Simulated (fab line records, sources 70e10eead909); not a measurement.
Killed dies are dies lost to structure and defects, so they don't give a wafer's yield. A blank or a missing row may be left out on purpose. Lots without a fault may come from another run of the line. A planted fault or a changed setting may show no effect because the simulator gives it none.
fab line records | flow nand_harc
record lots=13 wafers=39 last_day=24
route steps=1159 shown A_WL_FILL@823 A_CONTACT@840 END@1159
lots that met no fault: from a run of the same line without faults
start_h: hours from the record's first day to the start of the lot's first wafer shown | wait_h: hours since the lot's step before | " the same as in the row above | L1.1+2: a row that stands for several wafers | - no value, or no start given | * or withheld: withheld | < > ~ a bound
route shown NAME@n: a module of which the file shows steps, and the number in the route of the first | usual: mean/standard deviation of fault-free wafers | same: alike in all rows | chamber/n: place in a boat | sites: the reading at each site | _std_site: their standard deviation | _edge_site: outer sites' mean less inner sites' | radius_mm: how far each site lies from the wafer's centre | mask NAME#n: copy n | behind: the tool/chamber that last shaped the wafer | hold: why the lot was held/for how many hours/how that ended | device: the transistor (n, p or np) that didn't switch | end of line: the same wafers' tests at the end of the route | a step without rows: its recipe alone | killed: dies lost to structure and defects at the first sort, not the wafer's yield | map: a wafer's dies, x killed, . not, _ none there
set.NAME: the setting as run; set.NAME@STEP: as run at that earlier step | model.NAME: the simulator's own value behind a step, which no gauge read
steps of the route over a sample of lots; a table a step, a row a wafer
services: from which hour (start_h, from the record's first day; less than 0 if before it) a tool's chamber was out of use, for how many hours, and why
## steps
# step NHARC_A_WL_FILL_ETCHBACK_16
# recipe target_depth_a=880 time_s=17.6 c4f8_flow_sccm=withheld o2_flow_sccm=8 ar_flow_sccm=withheld rf_w=600 bias_w=800 chemistry=C4F8/O2/Ar
# usual bias_w=800.2/2.3 chamber_pressure_mTorr=25.000/0.02 oes_product_au=0.986/0.028 rf_vpp_V=723/4.4
# columns lot.wafer tool chamber start_h wait_h bias_w chamber_pressure_mTorr oes_product_au rf_hours_counter_h rf_vpp_V
L939.4 rie_diel-08 0 - - 799.2 24.962 0.974 2.7 720
L939.2 " 2 " " 796.7 24.968 0.997 3.0 731
L939.5 " 1 " " 801.0 25.021 0.976 - 726
L940.3 rie_diel-13 1 - - 797.2 25.032 1.005 3.3 724
L940.5 " 3 " " 800.9 24.997 1.012 - 720
L940.6 " 0 " " 799.5 24.964 0.996 - 720
L942.2 rie_diel-13 2 - - 797.1 24.989 0.984 3.7 731
L942.3 " 0 " " 795.0 24.986 0.995 4.1 718
L942.5 " 2 " " 795.8 25.006 0.993 - 730
L944.4 rie_diel-02 0 - - 798.1 25.026 1.002 1.7 720
L944.2 " 1 " " 800.7 24.985 1.021 1.6 722
L944.6 " 1 " " 799.5 25.000 1.017 - 722
L945.4 rie_diel-02 2 - - 801.9 24.987 0.998 1.7 730
L945.2 " 3 " " 802.1 25.042 0.994 1.3 725
L945.6 " 2 " " 800.3 25.010 0.989 - 730
L946.4 rie_diel-02 0 - - 804.2 25.011 0.994 2.0 719
L946.5 " 2 " " 804.2 24.971 0.991 - 729
L946.6 " 3 " " 799.4 25.017 0.982 - 724
L947.4 rie_diel-13 2 - - 800.5 24.996 0.912 4.5 730
L947.2 " 3 " " 803.5 25.015 0.917 5.2 721
L947.6 " 1 " " 800.6 25.019 0.927 - 725
L948.2 rie_diel-08 2 - - 798.5 25.009 1.010 8.0 730
L948.4 " 3 " " 804.0 25.007 1.010 7.8 718
L948.1 " 1 " " 802.3 24.997 1.001 7.6 725
L950.4 rie_diel-02 0 - - 800.0 25.006 0.990 2.2 719
L950.1 " 3 " " 798.1 25.014 0.993 1.8 723
L950.5 " 1 " " 796.1 24.988 1.011 - 724
L956.2 rie_diel-13 3 - - 800.5 24.992 1.009 0 721
L956.6 " 2 " " 801.6 25.004 0.983 - 730
L956.5 " 3 " " 799.0 24.982 0.998 - 719
L955.1 rie_diel-08 1 - - 799.8 24.999 0.991 9.3 726
L955.4 " 2 " " 800.5 25.013 0.988 - 730
L955.6 " 1 " " 803.6 25.002 0.988 - 727
L957.3 rie_diel-08 3 - - 802.0 25.010 1.029 10.1 717
L957.6 " 1 " " 794.0 24.994 1.015 - 726
L957.5 " 2 " " 799.8 24.998 1.020 - 728
L958.4 rie_diel-02 3 - - 801.2 24.993 0.931 3.4 724
L958.1 " 0 " " 801.0 24.984 0.924 3.8 720
L958.2 " 1 " " 794.4 25.020 0.947 3.7 722
# step NHARC_A_WL_FILL_ETCHBACK_26
# recipe target_depth_a=520 time_s=13.3 hbr_flow_sccm=150 rf_w=350 icp_w=350 bias_w=60 chemistry=HBr
# usual bias_w=60.00/0.17 chamber_pressure_mTorr=15.001/0.015 drypump_motor_current_A=5.9/0.47 oes_product_au=0.994/0.011 throttle_valve_pct=23.267/0.0089
# columns lot.wafer tool chamber start_h wait_h bias_w chamber_pressure_mTorr drypump_motor_current_A oes_product_au rf_hours_counter_h throttle_valve_pct
L939.2 rie_si-03 2 370.93 0.4 59.91 15.015 5.8 0.989 0.2 23.289
L939.4 " 0 " " 59.81 14.995 6.5 1.021 0.2 23.255
L939.5 " 2 " " 60.05 15.002 5.8 0.994 - 23.256
L940.3 rie_si-02 2 375.34 0.4 60.24 15.015 6.1 1.001 1.1 23.268
L940.5 " 3 " " 59.75 14.989 5.4 0.977 - 23.266
L940.6 " 0 " " 59.82 15.002 6.6 0.993 - 23.278
L942.3 rie_si-02 0 404.28 0.4 60.06 14.973 6.5 1.002 0.0 23.267
L942.2 " 3 " " 60.00 15.001 5.4 0.985 0.0 23.273
L942.5 " 1 " " 59.82 14.995 5.9 1.012 - 23.260
L944.4 rie_si-03 0 410.72 0.4 59.95 15.000 6.5 0.992 0.4 23.248
L944.2 " 1 " " 59.96 14.995 5.0 0.980 0.5 23.264
L944.6 " 2 " " 59.86 15.017 5.8 0.976 - 23.251
L945.2 rie_si-01 1 414.53 0.4 - - - - - -
L945.4 " 2 " " - - - - - -
L945.6 " 3 " " - - - - - -
L947.4 rie_si-01 1 426.71 0.4 - - - - - -
L947.2 " 3 " " - - - - - -
L947.6 " 1 " " - - - - - -
L946.4 rie_si-03 3 426.71 0.4 - - - - - -
L946.5 " 3 " " - - - - - -
L946.6 " 0 " " - - - - - -
L948.4 rie_si-03 3 429.63 0.4 60.05 15.038 6.1 0.992 0.5 23.269
L948.2 " 1 " " 60.13 15.012 5.0 0.988 0.6 23.271
L948.1 " 2 " " 60.27 15.031 5.8 0.986 0.6 23.257
L950.1 rie_si-01 0 437.59 0.4 59.84 15.002 5.5 0.981 1.1 23.265
L950.4 " 2 " " 59.88 14.990 5.6 0.979 0.9 23.268
L950.5 " 0 " " 59.83 14.999 5.5 0.991 - 23.278
L956.2 rie_si-01 3 469.07 0.4 60.03 14.997 6.2 0.992 1.2 23.258
L956.5 " 1 " " 59.82 14.987 6.6 0.996 - 23.260
L956.6 " 2 " " 60.05 14.984 5.5 0.973 - 23.266
L955.1 rie_si-01 0 472.59 0.4 59.91 15.014 5.6 0.999 1.4 23.287
L955.4 " 1 " " 60.13 15.001 6.6 1.002 1.2 23.253
L955.6 " 2 " " 59.92 15.017 5.6 0.988 - 23.263
L957.3 rie_si-02 0 482.21 0.4 60.03 14.984 6.6 1.007 0.8 23.281
L957.6 " 1 " " 60.07 14.993 5.9 0.995 - 23.256
L957.5 " 2 " " 60.25 14.997 6.0 0.997 - 23.281
L958.4 rie_si-01 2 493.79 0.4 60.25 14.987 5.5 0.979 0 23.260
L958.1 " 0 " " 60.08 14.993 5.5 0.994 0 23.263
L958.2 " 1 " " 60.16 14.980 6.6 0.989 0 23.264
# step NHARC_A_WL_FILL_INSPECT_15
# usual raw_defect_count=380/110
# columns lot.wafer tool chamber start_h wait_h raw_defect_count
L939.2 defect_inspect-02 - 378.67 0.0 443
L939.4 " - " " 286
L939.5 " - " " 329
L940.3 defect_inspect-01 - 391.15 0.0 396
L940.5 " - " " 349
L940.6 " - " " 471
L942.2 defect_inspect-01 - 410.19 0.0 528
L942.3 " - " " 576
L942.5 " - " " 325
L944.2 defect_inspect-02 - 418.15 0.0 546
L944.4 " - " " 262
L944.6 " - " " 342
L945.2 defect_inspect-01 - 421.65 0.0 356
L945.4 " - " " 666
L945.6 " - " " 668
L946.4 defect_inspect-02 - 432.71 0.0 317
L946.5 " - " " 306
L946.6 " - " " 276
L947.2 defect_inspect-02 - 432.76 0.0 270
L947.4 " - " " 303
L947.6 " - " " 285
L948.1 defect_inspect-01 - 440.47 0.0 262
L948.2 " - " " 401
L948.4 " - " " 279
L950.1 defect_inspect-02 - 444.81 0.0 413
L950.4 " - " " 409
L950.5 " - " " 379
L956.2 defect_inspect-02 - 475.01 0.0 338
L956.5 " - " " 367
L956.6 " - " " 314
L955.1 defect_inspect-02 - 483.55 0.0 906
L955.4 " - " " 474
L955.6 " - " " 510
L957.3 defect_inspect-01 - 493.32 0.0 413
L957.5 " - " " 498
L957.6 " - " " 318
L958.1 defect_inspect-02 - 499.76 0.0 483
L958.2 " - " " 303
L958.4 " - " " 354
# step NHARC_A_CONTACT_DEP_24
# recipe target_thk_a=5000 temp_c=400 pressure_torr=6.5 rf_w=900 teos_flow_sccm=161.4 flow_sccm=2650 target_thk_nm=500 gas=O2 material=SiO2
# usual heater_power_w=584/120 throttle_valve_pct=15.9/0.51
# columns lot.wafer tool chamber start_h wait_h heater_power_w throttle_valve_pct
L939.2 pecvd-01 1 378.86 0.2 495 15.3
L939.5 " 0 " " 672 15.4
L939.4 " 1 " " 375 15.5
L940.3 pecvd-04 0 391.39 0.2 516 16.1
L940.5 " 2 " " 758 16.0
L940.6 " 1 " " 593 15.1
L942.3 pecvd-01 1 410.26 0.1 390 15.7
L942.2 " 2 " " 694 16.2
L942.5 " 2 " " 732 16.1
L944.2 pecvd-03 2 418.22 0.1 641 16.3
L944.6 " 2 " " 674 16.3
L944.4 " 0 " " 485 16.9
L948.2 pecvd-04 2 440.60 0.1 701 16.3
L948.1 " 0 " " 429 16.4
L948.4 " 1 " " 458 15.3
L950.1 pecvd-01 1 445.25 0.4 398 15.7
L950.5 " 0 " " 628 15.4
L950.4 " 1 " " 423 15.7
L956.2 pecvd-01 0 475.34 0.3 573 15.5
L956.6 " 1 " " 485 15.8
L956.5 " 0 " " 602 15.1
L955.1 pecvd-01 2 483.78 0.2 631 16.2
L955.6 " 1 " " 424 15.8
L955.4 " 2 " " 683 16.0
L957.3 pecvd-03 1 493.45 0.1 561 15.3
L957.5 " 0 " " 398 16.4
L957.6 " 2 " " 638 16.0
L958.2 pecvd-03 2 499.82 0.1 731 16.0
L958.1 " 0 " " 409 16.2
L958.4 " 1 " " 571 15.3
# step NHARC_END_SORT_01
# recipe temp_c=25
# usual killed_at_array=29/11 killed_at_other=0.7/1.1 killed_at_periphery=2.9/2.2 killed_dies=33/11 killed_open=3.1/1.8 killed_short=1.9/1.4
# same gross_dies=677
# columns lot.wafer tool chamber start_h wait_h killed_at_array killed_at_other killed_at_periphery killed_dies killed_open killed_short
L945.2 prober-01 0 497.66 2.8 675 2 0 677 3 0
L945.4 prober-01 0 499.26 3.4 674 1 2 677 3 4
L945.6 prober-01 0 500.86 4.0 672 2 3 677 5 2
L947.2 prober-01 0 506.67 2.8 675 0 2 677 2 1
L947.4 prober-01 0 508.25 3.4 675 0 2 677 5 1
L947.6 prober-01 0 509.84 4.0 676 0 1 677 2 2
L946.4 prober-01 0 515.98 3.4 677 0 0 677 0 2
L946.5 prober-01 0 516.78 3.7 674 1 2 677 3 2
L946.6 prober-01 0 517.57 4.0 675 1 1 677 2 0
L957.3 prober-01 0 572.43 3.1 33 1 0 34 4 0
L957.5 prober-01 0 574.06 3.8 33 0 1 34 2 1
L957.6 prober-01 0 574.88 4.1 35 0 0 35 0 4
# killed by level:class
L945.2 A_WL_FILL:area_etchback=641 A_SLIT:chamber_film_flake=18 A_CHANNEL_HOLE_D1:chamber_film_flake=8 A_CONTACT:chamber_film_flake=4 A_STAIRCASE:chamber_film_flake=2 A_CONTACT:geometric_particle:open=1 A_M0:geometric_particle:open=1 STARTING-WAFER:geometric_particle:open=1
L945.4 A_WL_FILL:area_etchback=650 A_SLIT:chamber_film_flake=11 A_CHANNEL_HOLE_D1:chamber_film_flake=3 A_CONTACT:geometric_particle:short=2 A_CONTACT:chamber_film_flake=2 P_GATE:geometric_particle:open=1 A_ONON_D1:geometric_particle:open=1 A_CHANNEL_FILL_D1:geometric_particle:short=1
L945.6 A_WL_FILL:area_etchback=643 A_SLIT:chamber_film_flake=13 A_CHANNEL_HOLE_D1:chamber_film_flake=5 A_STAIRCASE:chamber_film_flake=5 A_CONTACT:chamber_film_flake=2 P_M0:geometric_particle:open=1 P_M0:geometric_particle:short=1 A_ONON_D1:geometric_particle:open=1
L947.2 A_WL_FILL:area_etchback=657 A_CHANNEL_HOLE_D1:chamber_film_flake=10 A_CONTACT:chamber_film_flake=3 A_STAIRCASE:chamber_film_flake=2 P_CONTACT:geometric_particle:short=1 P_M1:geometric_particle:open=1 A_WL_FILL:geometric_particle:open=1 A_CHANNEL_FILL_D1:chamber_film_flake=1
L947.4 A_WL_FILL:area_etchback=656 A_CHANNEL_HOLE_D1:chamber_film_flake=11 A_CONTACT:geometric_particle:open=2 A_STAIRCASE:chamber_film_flake=2 P_M0:geometric_particle:open=1 P_M2:geometric_particle:open=1 A_CONTACT:geometric_particle:short=1 A_M0:geometric_particle:open=1
L947.6 A_WL_FILL:area_etchback=647 A_CHANNEL_HOLE_D1:chamber_film_flake=22 A_CHANNEL_FILL_D1:chamber_film_flake=3 P_M0:geometric_particle:open=1 A_ONON_D1:geometric_particle:short=1 A_SGD_CUT:geometric_particle:short=1 A_CONTACT:geometric_particle:open=1 A_STAIRCASE:chamber_film_flake=1
L946.4 A_WL_FILL:area_etchback=643 A_SLIT:chamber_film_flake=14 A_CHANNEL_HOLE_D1:chamber_film_flake=8 A_CONTACT:chamber_film_flake=6 A_SGD_CUT:chamber_film_flake=3 A_CHANNEL_FILL_D1:geometric_particle:short=2 A_STAIRCASE:chamber_film_flake=1
L946.5 A_WL_FILL:area_etchback=646 A_SLIT:chamber_film_flake=13 A_CONTACT:chamber_film_flake=4 A_CHANNEL_HOLE_D1:chamber_film_flake=3 A_ZERO_WELL:chamber_film_flake=2 A_SGD_CUT:chamber_film_flake=2 P_CONTACT:geometric_particle:short=1 P_M2:geometric_particle:short=1
L946.6 A_WL_FILL:area_etchback=649 A_SLIT:chamber_film_flake=14 A_CHANNEL_HOLE_D1:chamber_film_flake=5 A_CONTACT:chamber_film_flake=4 A_CONTACT:geometric_particle:open=1 STARTING-WAFER:geometric_particle:open=1 P_M0:chamber_film_flake=1 A_STAIRCASE:chamber_film_flake=1
L957.3 A_SLIT:chamber_film_flake=11 A_STAIRCASE:chamber_film_flake=10 A_CHANNEL_HOLE_D1:chamber_film_flake=5 A_CONTACT:chamber_film_flake=4 A_CHANNEL_HOLE_D1:geometric_particle:open=1 A_CONTACT:geometric_particle:open=1 A_BLC:geometric_particle:open=1 STARTING-WAFER:geometric_particle:open=1
L957.5 A_SLIT:chamber_film_flake=11 A_CHANNEL_HOLE_D1:chamber_film_flake=8 A_CONTACT:chamber_film_flake=6 A_STAIRCASE:chamber_film_flake=5 A_WL_FILL:geometric_particle:short=1 A_WL_FILL:geometric_particle:open=1 A_CONTACT:geometric_particle:open=1 P_GATE:chamber_film_flake=1
L957.6 A_SLIT:chamber_film_flake=17 A_CHANNEL_HOLE_D1:chamber_film_flake=7 A_STAIRCASE:chamber_film_flake=4 A_WL_FILL:geometric_particle:short=3 A_CONTACT:chamber_film_flake=3 A_CHANNEL_FILL_D1:geometric_particle:short=1
## services
# columns tool chamber start_h hours kind
rie_diel-13 2 347.70 10.1 repair
rie_diel-02 1 351.69 7.3 repair
pecvd-01 0 357.14 4.0 repair
rie_si-01 1 370.01 5.2 repair
pecvd-04 - 376.13 13.0 pm
rie_diel-13 1 383.98 3.9 repair
rie_si-02 - 388.00 9.0 pm
pecvd-03 - 390.62 0.5 repair
rie_diel-02 1 413.95 6.9 repair
rie_si-02 0 415.28 5.0 repair
pecvd-01 - 418.00 13.0 pm
pecvd-03 0 440.29 4.2 repair
pecvd-04 2 450.28 15.4 repair
rie_si-03 1 451.65 7.5 repair
rie_diel-13 - 453.00 9.0 pm
rie_diel-02 0 462.37 1.8 repair
rie_diel-08 0 464.12 8.6 repair
pecvd-03 - 473.42 13.0 pm
rie_si-03 2 473.76 10.0 repair
rie_diel-08 0 475.52 3.8 repair
rie_diel-08 - 478.80 9.0 pm
rie_si-01 - 481.00 9.0 pm
rie_si-03 3 485.02 5.3 repair
rie_si-03 0 496.22 11.9 repair
## key
first_sign step=NHARC_A_WL_FILL_ETCHBACK_26 reading=tool_record direction=missing
effect step=NHARC_END_SORT_01 reading=killed_dies direction=up sigmas=58 usual=33 struck=677
more_kills_born_at NHARC_A_WL_FILL_ETCHBACK_26@rie_si-01=3894 NHARC_A_WL_FILL_ETCHBACK_26@rie_si-03=1938
met_at NHARC_A_WL_FILL_ETCHBACK_26
struck_lots L945,L946,L947
later_rows_left_out L945.2,L945.4,L945.6,L946.4,L946.5,L946.6,L947.2,L947.4,L947.6
tester_left_out L945,L946,L947
not_acting_at NHARC_A_WL_FILL_ETCHBACK_16,NHARC_A_WL_FILL_INSPECT_15,NHARC_A_CONTACT_DEP_24
onset_between 410.72 414.53
fault kind=skipped_step_whole tool=rie_si-01,rie_si-03 chamber=- onset_h=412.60 steps=NHARC_A_WL_FILL_ETCHBACK_26 scope=struck_lots_only
# tester_left_out: of these lots the tester's yield and bins aren't shown, on N5 and GAA mostly nor the transistor test; their killed dies are dies lost to structure and defects alone, not to doping, threshold or leakage, so they don't give the yield
# later_rows_left_out: the simulator's readings of these wafers behind a module that went badly wrong aren't trusted and aren't shown, but for the sort
